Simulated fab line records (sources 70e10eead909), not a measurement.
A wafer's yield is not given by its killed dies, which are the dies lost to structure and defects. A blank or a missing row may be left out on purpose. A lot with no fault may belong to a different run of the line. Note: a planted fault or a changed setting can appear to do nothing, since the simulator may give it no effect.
Which tool did it? -- flow nandHarc -- 7 lots, 21 wafers sampled, at 2 steps of a route of 1302

== WHAT EACH GAUGE READ, for each wafer ==
NHARC_P_M2_CD_MEAS_09 targets a cd of 170 nm.
lot,measured,on,cdNm (nm)
L259,day 6 16:23,cdSem-03,170.7 169.9 169.8
L262,day 7 22:56,cdSem-01,170.9 170.9 170.6
L264,day 9 09:14,cdSem-03,169.9 169.8 170.5
L266,day 9 18:26,cdSem-02,170.7 170.2 170.4
L271,day 11 14:39,cdSem-03,170.9 170.6 170.3
L279,day 14 21:56,cdSem-03,169.0 170.1 170.1
L281,day 15 20:31,cdSem-01,169.2 169.5 169.4

== WHICH TOOL RAN EACH LOT (tool, then ch and the chambers of the sampled wafers, then the start) ==
lot,NHARC_P_M1_DEGAS_29
L259,"pvdSputter-03, day 6 13:15"
L262,"pvdSputter-03, day 7 20:06"
L264,"pvdSputter-02, day 9 06:23"
L266,"pvdSputter-03, day 9 15:33"
L271,"pvdSputter-03, day 11 11:41"
L279,"pvdSputter-03, day 14 18:26"
L281,"pvdSputter-02, day 15 17:33"
- NHARC_P_M1_DEGAS_29: time 60 s.

== THE ANSWER, worked out from the rows above alone ==
Rule: the lots themselves supply what counts as usual. Put in order of their means at a reading, lots are off if they are a third of the lots or fewer, leave a main group of 4 or more, and stand apart from it by a gap of 3 or more times the standard deviation of the main group's means; of several such gaps the widest counts. Not used: any main group whose means are identical at the precision the tables above print for the reading. Also off: a lot with no number at a reading for which 4 or more lots have one. Any other lot the step has rows for is counted as sound.
None of the lots is off at any reading shown; this tells nothing.

== WHAT THE SIMULATOR PUT IN ==
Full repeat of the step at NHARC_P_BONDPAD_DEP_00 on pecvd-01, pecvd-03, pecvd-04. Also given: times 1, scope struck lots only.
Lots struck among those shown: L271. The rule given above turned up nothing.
